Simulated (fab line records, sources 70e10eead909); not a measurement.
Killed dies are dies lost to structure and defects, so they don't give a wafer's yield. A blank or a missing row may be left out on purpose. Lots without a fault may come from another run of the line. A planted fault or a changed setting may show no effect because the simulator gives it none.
fab line records | flow nand_harc
record lots=5 wafers=14 last_day=32
route steps=1302 shown A_CHANNEL_HOLE_D1@450 END@1302
lots that met no fault: from a run of the same line without faults
start_h: hours from the record's first day to the start of the lot's first wafer shown | wait_h: hours since the lot's step before | " the same as in the row above | L1.1+2: a row that stands for several wafers | - no value, or no start given | * or withheld: withheld | < > ~ a bound
route shown NAME@n: a module of which the file shows steps, and the number in the route of the first | usual: mean/standard deviation of fault-free wafers | same: alike in all rows | chamber/n: place in a boat | sites: the reading at each site | _std_site: their standard deviation | _edge_site: outer sites' mean less inner sites' | radius_mm: how far each site lies from the wafer's centre | mask NAME#n: copy n | behind: the tool/chamber that last shaped the wafer | hold: why the lot was held/for how many hours/how that ended | device: the transistor (n, p or np) that didn't switch | end of line: the same wafers' tests at the end of the route | a step without rows: its recipe alone | killed: dies lost to structure and defects at the first sort, not the wafer's yield | map: a wafer's dies, x killed, . not, _ none there
set.NAME: the setting as run; set.NAME@STEP: as run at that earlier step | model.NAME: the simulator's own value behind a step, which no gauge read
lots at some steps of the route; a table a step, a row a wafer
services: from which hour (start_h, from the record's first day; less than 0 if before it) a tool's chamber was out of use, for how many hours, and why
## steps
# step NHARC_A_CHANNEL_HOLE_D1_DEP_00
# recipe target_thk_a=31000 temp_c=400 material=aC
# step NHARC_A_CHANNEL_HOLE_D1_DEP_01
# recipe target_thk_a=1400 target_thk_nm=140 temp_c=400 pressure_torr=3.5 flow_sccm=200 rf_w=350 material=SiON
# step NHARC_A_CHANNEL_HOLE_D1_DEHYDRATE_02
# recipe temp_c=150 time_s=120
# step NHARC_A_CHANNEL_HOLE_D1_HMDS_03
# recipe time_s=30
# step NHARC_A_CHANNEL_HOLE_D1_COAT_36
# recipe temp_c=260 time_s=75
# step NHARC_A_CHANNEL_HOLE_D1_COAT_37
# recipe temp_c=225 time_s=65
# step NHARC_A_CHANNEL_HOLE_D1_COAT_04
# recipe spin_rpm=1500 resist_thk_nm=90
# step NHARC_A_CHANNEL_HOLE_D1_SOFTBAKE_05
# recipe temp_c=105 time_s=55
# step NHARC_A_CHANNEL_HOLE_D1_EBR_06
# step NHARC_A_CHANNEL_HOLE_D1_EXPOSE_07
# recipe na=1.35 target_cd_nm=100 sigma_outer=0.3 dose_mj=59.65 mask_id=HOLE_D1
# step NHARC_A_CHANNEL_HOLE_D1_PEB_08
# recipe peb_temp_c=100 peb_time_s=65
# columns lot.wafer tool chamber start_h wait_h
L336.2+3+6 litho_track-01 0 291.35 0.1
L337.3+4+6 litho_track-01 0 302.33 0.0
L339.1+3+6 litho_track-01 0 328.92 0.1
L340.3+4 litho_track-01 0 329.87 0.0
L347.3+4+6 litho_track-06 0 398.52 0.1
# step NHARC_A_CHANNEL_HOLE_D1_DEVELOP_09
# recipe develop_time_s=35 dev_temp_c=23
# step NHARC_A_CHANNEL_HOLE_D1_CD_MEAS_10
# recipe target_cd_nm=100 landing_energy_ev=500
# usual cd_nm=100.0/0.44
# columns lot.wafer tool chamber start_h wait_h cd_nm
L336.2 cd_sem-01 0 291.43 - 100.1
L336.3 " 0 " " 99.9
L336.6 " 0 " " 99.9
L337.3 cd_sem-01 0 302.41 - 106.6
L337.4 " 0 " " 107.7
L337.6 " 0 " " 99.5
L339.1 cd_sem-03 0 329.00 - 100.6
L339.3 " 0 " " 107.4
L339.6 " 0 " " 100.3
L340.3 cd_sem-02 0 329.96 - 106.4
L340.4 " 0 " " 106.7
L347.3 cd_sem-01 0 398.60 - 100.3
L347.4 " 0 " " 100.7
L347.6 " 0 " " 100.9
# step NHARC_A_CHANNEL_HOLE_D1_DESCUM_15
# recipe time_s=3 o2_flow_sccm=200 ar_flow_sccm=0 bias_power_w=0 chemistry=O2
# usual chamber_pressure_mTorr=60.00/0.053 drypump_motor_current_A=5.7/0.44 oes_product_au=0.998/0.0069 rf_vpp_V=57.7/0.84 showerhead_plenum_p_Torr=1.89/0.094 throttle_valve_pct=11.310/0.0092
# columns lot.wafer tool chamber start_h wait_h chamber_pressure_mTorr drypump_motor_current_A oes_product_au rf_hours_counter_h rf_vpp_V showerhead_plenum_p_Torr throttle_valve_pct model.A_CHANNEL_HOLE_D1.cd_nm
L336.2 rie_diel-03 3 291.62 0.1 59.96 4.8 0.988 0 56.7 1.84 11.290 100.8
L336.3 " 1 " " 59.94 6.0 1.004 0 56.7 1.86 11.327 100.4
L336.6 " 3 " " 59.98 4.8 0.999 - 57.3 1.84 11.308 99.86
L337.3 rie_diel-01 0 302.59 0.1 59.93 5.4 1.001 26 57.4 1.86 11.312 106.6
L337.4 " 1 " " 60.02 5.8 0.996 28 57.4 1.84 11.313 107.4
L337.6 " 0 " " 60.00 5.4 1.001 - 58.3 1.86 11.317 99.48
L339.3 rie_diel-09 3 329.18 0.1 60.05 5.5 1.008 0 59.4 2.08 11.312 106.7
L339.1 " 0 " " 60.07 5.9 1.006 0 58.0 1.77 11.318 100.3
L339.6 " 3 " " 59.93 5.5 1.006 - 57.4 2.08 11.300 99.39
L340.4 rie_diel-09 0 330.14 0.1 59.98 5.9 0.990 1 57.4 1.77 11.309 106.5
L340.3 " 3 " " 60.07 5.5 1.004 1 57.8 2.08 11.303 106.3
L347.4 rie_diel-03 3 398.80 0.1 60.04 4.8 0.990 8 58.1 1.83 11.307 100.5
L347.3 " 0 " " 60.06 5.7 0.998 8 55.9 2.04 11.303 100.9
L347.6 " 2 " " 59.91 5.9 0.989 - 59.7 1.95 11.314 101.1
# step NHARC_A_CHANNEL_HOLE_D1_ETCH_38
# recipe target_depth_a=390 over_etch_frac=0.3 time_s=65 ion_energy_ev=80 cf4_flow_sccm=150 ar_flow_sccm=0 rf_w=300 bias_w=100 chemistry=CF4
# step NHARC_A_CHANNEL_HOLE_D1_ETCH_39
# recipe target_depth_a=2600 over_etch_frac=0.3 time_s=325 ion_energy_ev=200 n2_flow_sccm=150 h2_flow_sccm=150 ar_flow_sccm=0 rf_w=400 bias_w=150 chemistry=N2/H2
# step NHARC_A_CHANNEL_HOLE_D1_ETCH_34
# recipe target_depth_a=1540 time_s=77 cf4_flow_sccm=100 chf3_flow_sccm=30 ar_flow_sccm=0 rf_w=500 bias_w=200 chemistry=CF4/CHF3
# step NHARC_A_CHANNEL_HOLE_D1_ETCH_16
# recipe target_depth_a=31000 over_etch_frac=0.3 time_s=806 ion_energy_ev=150 o2_flow_sccm=400 cos_flow_sccm=20 ar_flow_sccm=0 rf_w=500 bias_w=300 chemistry=O2/COS
# step NHARC_A_CHANNEL_HOLE_D1_CD_MEAS_18
# usual cd_nm=99.1/1.2
# columns lot.wafer tool chamber start_h wait_h cd_nm
L336.2 cd_sem-02 - 292.72 - 100.9
L336.3 " - " " 99.6
L336.6 " - " " 100.5
L337.3 cd_sem-01 - 303.71 - 105.0
L337.4 " - " " 104.7
L337.6 " - " " 99.4
L339.1 cd_sem-02 - 330.29 - 98.5
L339.3 " - " " 106.6
L339.6 " - " " 100.2
L340.3 cd_sem-01 - 331.25 - 105.8
L340.4 " - " " 106.9
L347.3 cd_sem-02 - 399.89 - 100.4
L347.4 " - " " 97.5
L347.6 " - " " 98.9
# step NHARC_A_CHANNEL_HOLE_D1_ETCH_19
# recipe bias_v=1200 source_w=2500 pressure_mtorr=15 time_s=34.5 ar_flow_sccm=375 c4f8_flow_sccm=28.8 o2_flow_sccm=96.2 temp_c=-20 target_depth_a=* chemistry=C4F8/O2/Ar
# step NHARC_A_CHANNEL_HOLE_D1_ETCH_20
# recipe bias_v=3000 source_w=withheld pressure_mtorr=20 time_s=361.9 ar_flow_sccm=375 c4f8_flow_sccm=89.3 o2_flow_sccm=35.7 temp_c=-20 target_depth_a=16000 chemistry=C4F8/O2/Ar
# step NHARC_A_CHANNEL_HOLE_D1_ETCH_21
# recipe bias_v=3000 source_w=withheld pressure_mtorr=20 time_s=514.3 ar_flow_sccm=375 c4f8_flow_sccm=89.3 o2_flow_sccm=35.7 temp_c=-20 target_depth_a=16000 chemistry=C4F8/O2/Ar
# step NHARC_A_CHANNEL_HOLE_D1_ETCH_22
# recipe bias_v=3000 source_w=withheld pressure_mtorr=20 time_s=666.7 ar_flow_sccm=375 c4f8_flow_sccm=89.3 o2_flow_sccm=35.7 temp_c=-20 target_depth_a=16000 chemistry=C4F8/O2/Ar
# step NHARC_A_CHANNEL_HOLE_D1_ETCH_23
# recipe bias_v=5000 source_w=withheld pressure_mtorr=20 time_s=819 ar_flow_sccm=375 c4f8_flow_sccm=89.3 o2_flow_sccm=35.7 temp_c=-20 target_depth_a=16000 chemistry=C4F8/O2/Ar
# step NHARC_A_CHANNEL_HOLE_D1_ETCH_24
# recipe bias_v=5000 source_w=withheld pressure_mtorr=20 time_s=906.2 ar_flow_sccm=375 c4f8_flow_sccm=93.8 o2_flow_sccm=31.2 temp_c=-20 target_depth_a=15000 chemistry=C4F8/O2/Ar
# step NHARC_A_CHANNEL_HOLE_D1_ETCH_25
# recipe bias_v=5000 source_w=withheld pressure_mtorr=20 time_s=1040.2 ar_flow_sccm=375 c4f8_flow_sccm=93.8 o2_flow_sccm=31.2 temp_c=-20 target_depth_a=15000 chemistry=C4F8/O2/Ar
# step NHARC_A_CHANNEL_HOLE_D1_ETCH_26
# recipe bias_v=300 source_w=2000 pressure_mtorr=30 time_s=224.1 ar_flow_sccm=375 c4f8_flow_sccm=11.4 o2_flow_sccm=113.6 temp_c=-20 target_depth_a=3000 chemistry=C4F8/O2/Ar
# step NHARC_A_CHANNEL_HOLE_D1_ETCH_33
# recipe bias_v=400 source_w=2000 pressure_mtorr=25 time_s=90 ar_flow_sccm=375 c4f8_flow_sccm=41.7 o2_flow_sccm=83.3 temp_c=-20 target_depth_a=4000 chemistry=C4F8/O2/Ar
# step NHARC_A_CHANNEL_HOLE_D1_STRIP_41
# recipe n2_flow_sccm=150 h2_flow_sccm=150 ar_flow_sccm=0 bias_w=0 chemistry=N2/H2
# step NHARC_A_CHANNEL_HOLE_D1_STRIP_42
# recipe cf4_flow_sccm=100 chf3_flow_sccm=30 ar_flow_sccm=0 bias_w=0 chemistry=CF4/CHF3
# step NHARC_A_CHANNEL_HOLE_D1_STRIP_43
# recipe o2_flow_sccm=400 cos_flow_sccm=20 ar_flow_sccm=0 bias_w=0 chemistry=O2/COS
# step NHARC_A_CHANNEL_HOLE_D1_ETCH_44
# recipe target_depth_a=1400 overetch_a=140 time_s=77 ion_energy_ev=100 cf4_flow_sccm=80 o2_flow_sccm=20 ar_flow_sccm=0 rf_w=300 bias_w=100 chemistry=CF4/O2
# usual chamber_pressure_mTorr=29.998/0.025 drypump_motor_current_A=5.7/0.46 oes_product_au=0.998/0.0064 rf_vpp_V=197.4/1.6 showerhead_plenum_p_Torr=1.32/0.062 throttle_valve_pct=13.397/0.0097
# columns lot.wafer tool chamber start_h wait_h chamber_pressure_mTorr drypump_motor_current_A oes_product_au rf_hours_counter_h rf_vpp_V showerhead_plenum_p_Torr throttle_valve_pct model.A_CHANNEL_HOLE_D1.cd_nm
L336.3 rie_diel-01 3 297.56 0.1 29.976 6.8 0.999 26 195.3 1.24 13.393 90.06
L336.2 " 0 " " 30.015 5.3 1.009 25 196.7 1.30 13.392 89.44
L336.6 " 2 " " 30.020 5.8 1.008 - 198.8 1.38 13.415 89.9
L337.3 rie_diel-03 1 308.51 0.1 30.024 6.0 0.992 2 199.0 1.29 13.405 96.31
L337.4 " 2 " " 30.054 5.9 0.989 2 198.1 1.36 13.398 97.09
L337.6 " 1 " " 30.030 6.0 0.990 - 197.1 1.30 13.402 90.14
L339.1 rie_diel-01 1 335.11 0.1 30.001 5.9 0.998 37 197.0 1.29 13.384 90.69
L339.3 " 3 " " 30.027 6.8 1.000 37 196.0 1.24 13.385 98.72
L339.6 " 1 " " 30.025 5.8 0.995 - 196.4 1.29 13.393 90.86
L340.4 rie_diel-03 1 336.03 0.0 30.011 6.0 0.993 3 195.8 1.29 13.410 97.18
L340.3 " 3 " " 29.992 4.8 1.011 3 197.0 1.28 13.383 96.59
L347.3 rie_diel-03 3 404.69 0.1 29.963 4.8 0.999 10 197.3 1.28 13.392 90.34
L347.4 " 1 " " 29.972 6.0 0.999 9 197.1 1.29 13.405 89.86
L347.6 " 0 " " 30.025 5.7 0.992 - 199.1 1.42 13.405 91.41
# step NHARC_A_CHANNEL_HOLE_D1_STRIP_27
# recipe o2_flow_sccm=500 ar_flow_sccm=0 bias_w=0 chemistry=O2
# step NHARC_A_CHANNEL_HOLE_D1_PRECLEAN_28
# recipe time_s=* temp_c=50 bath_age_min=0 chemistry=SC1
# step NHARC_A_CHANNEL_HOLE_D1_SRD_29
# step NHARC_A_CHANNEL_HOLE_D1_CD_MEAS_30
# usual cd_nm=90.0/0.84
# columns lot.wafer tool chamber start_h wait_h cd_nm
L336.2 cd_sem-03 - 298.38 0.1 90.0
L336.3 " - " " 90.2
L336.6 " - " " 90.1
L337.3 cd_sem-03 - 309.30 - 96.4
L337.4 " - " " 97.3
L337.6 " - " " 90.2
L339.1 cd_sem-02 - 335.90 - 90.5
L339.3 " - " " 98.4
L339.6 " - " " 90.6
L340.3 cd_sem-02 - 336.83 - 97.2
L340.4 " - " " 97.2
L347.3 cd_sem-03 - 405.50 - 90.3
L347.4 " - " " 89.7
L347.6 " - " " 91.3
# step NHARC_A_CHANNEL_HOLE_D1_XSEM_31
# recipe landing_energy_ev=35000
# usual bot_cd_nm=74.7/1.1 bow_nm=8.69/0.3 tilt_deg=0.08/0.044
# columns lot.wafer tool chamber start_h wait_h bot_cd_nm bow_nm tilt_deg
L336.2 xsem-01 0 298.46 0.1 74.4 8.51 0.08
L336.3 " 0 " " 74.0 8.54 0.08
L336.6 " 0 " " 74.7 8.57 0.08
L337.3 xsem-02 0 309.40 0.1 81.2 8.43 0.04
L337.4 " 0 " " 82.3 8.53 0.04
L337.6 " 0 " " 74.8 8.51 0.04
L339.1 xsem-01 0 335.99 0.1 75.4 9.00 0.07
L339.3 " 0 " " 83.9 9.01 0.07
L339.6 " 0 " " 76.5 9.00 0.06
L340.3 xsem-02 0 336.93 0.1 81.4 8.76 0.08
L340.4 " 0 " " 81.2 8.73 0.08
L347.3 xsem-01 0 405.58 0.1 74.7 8.94 0.07
L347.4 " 0 " " 74.8 8.95 0.07
L347.6 " 0 " " 76.2 9.01 0.07
# step NHARC_END_SORT_01
# recipe temp_c=25
# usual killed_at_array=61/23 killed_at_other=1.3/1.4 killed_at_periphery=4.0/2.6 killed_dies=66/22 killed_open=3.4/1.8 killed_short=2.3/1.4
# same gross_dies=677
# columns lot.wafer tool chamber start_h wait_h killed_at_array killed_at_other killed_at_periphery killed_dies killed_open killed_short
L336.3 prober-01 0 665.35 3.1 42 0 6 48 2 1
L337.3 prober-01 0 679.37 3.1 46 2 3 51 4 0
L337.4 prober-01 0 680.16 3.4 56 3 2 61 3 3
L337.6 prober-01 0 681.75 4.0 58 0 5 63 1 3
# killed by level:class
L336.3 A_CHANNEL_HOLE_D2:chamber_film_flake=23 A_CHANNEL_HOLE_D1:chamber_film_flake=4 A_WL_FILL:chamber_film_flake=4 P_ZERO_WELL:chamber_film_flake=3 P_M2:chamber_film_flake=2 A_CHANNEL_FILL_D1:chamber_film_flake=2 A_CONTACT:chamber_film_flake=2 A_WL_FILL:geometric_particle:short=1
L337.3 A_SLIT:chamber_film_flake=26 A_CHANNEL_HOLE_D2:chamber_film_flake=12 A_CHANNEL_FILL_D2:geometric_particle:open=2 A_CHANNEL_HOLE_D1:chamber_film_flake=2 P_GATE:geometric_particle:open=1 A_M0:geometric_particle:open=1 P_ZERO_WELL:chamber_film_flake=1 P_CONTACT:chamber_film_flake=1
L337.4 A_SLIT:chamber_film_flake=27 A_CHANNEL_HOLE_D2:chamber_film_flake=8 A_CHANNEL_HOLE_D1:chamber_film_flake=6 A_CONTACT:chamber_film_flake=4 A_STAIRCASE:chamber_film_flake=3 A_CONTACT:geometric_particle:open=2 P_M2:chamber_film_flake=2 HYBRID_BOND:chamber_film_flake=2
L337.6 A_SLIT:chamber_film_flake=22 A_CHANNEL_HOLE_D2:chamber_film_flake=17 A_CHANNEL_HOLE_D1:chamber_film_flake=6 A_CONTACT:chamber_film_flake=6 A_STAIRCASE:chamber_film_flake=3 P_CONTACT:chamber_film_flake=2 P_M0:geometric_particle:short=1 P_M1:geometric_particle:short=1
## services
# columns tool chamber start_h hours kind
rie_diel-03 - 281.30 9.0 pm
rie_diel-03 0 281.30 9.0 vent_cycle
rie_diel-03 1 281.30 9.0 vent_cycle
rie_diel-03 2 281.30 9.0 vent_cycle
rie_diel-03 3 281.30 9.0 vent_cycle
rie_diel-03 0 290.30 - clean
rie_diel-03 1 290.30 - clean
rie_diel-03 2 290.30 - clean
rie_diel-03 3 290.30 - clean
rie_diel-09 3 298.81 1.7 repair
rie_diel-03 0 314.80 - clean
rie_diel-03 1 314.80 - clean
rie_diel-03 2 314.80 - clean
rie_diel-03 3 314.80 - clean
rie_diel-09 - 320.12 9.0 pm
litho_track-01 - 330.01 7.0 pm
rie_diel-03 0 339.30 - clean
rie_diel-03 1 339.30 - clean
rie_diel-09 1 344.73 7.1 repair
litho_track-06 - 354.00 7.0 pm
rie_diel-03 1 373.46 4.3 repair
xsem-01 - 374.00 14.0 pm
rie_diel-01 - 380.93 9.0 pm
rie_diel-09 1 404.93 4.2 repair
## key
first_sign step=NHARC_A_CHANNEL_HOLE_D1_CD_MEAS_10 reading=cd_nm direction=up sigmas=16 usual=100.0 struck=107.0
effect step=NHARC_A_CHANNEL_HOLE_D1_CD_MEAS_18 reading=cd_nm direction=up sigmas=5.5 usual=99.1 struck=105.8
effect step=NHARC_A_CHANNEL_HOLE_D1_CD_MEAS_30 reading=cd_nm direction=up sigmas=8.7 usual=90.0 struck=97.3
effect step=NHARC_A_CHANNEL_HOLE_D1_XSEM_31 reading=bot_cd_nm direction=up sigmas=6.9 usual=74.7 struck=82.0
model_effect step=NHARC_A_CHANNEL_HOLE_D1_DESCUM_15 value=A_CHANNEL_HOLE_D1.cd_nm without=99.56 struck=106.7
model_effect step=NHARC_A_CHANNEL_HOLE_D1_ETCH_44 value=A_CHANNEL_HOLE_D1.cd_nm without=90.05 struck=97.18
met_at NHARC_A_CHANNEL_HOLE_D1_PEB_08
struck_wafers L337.3,L337.4,L339.3,L340.3,L340.4
tester_left_out L337,L339,L340
onset_between 291.35 302.33
fault kind=process_parameter_drift tool=litho_track-01 chamber=- onset_h=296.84 steps=NHARC_A_CHANNEL_HOLE_D1_PEB_08 channel=peb_time_s offset=* shape=step end_h=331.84 scope=struck_wafers_only acts_in=* stated=*
# tester_left_out: of these lots the tester's yield and bins aren't shown, on N5 and GAA mostly nor the transistor test; their killed dies are dies lost to structure and defects alone, not to doping, threshold or leakage, so they don't give the yield
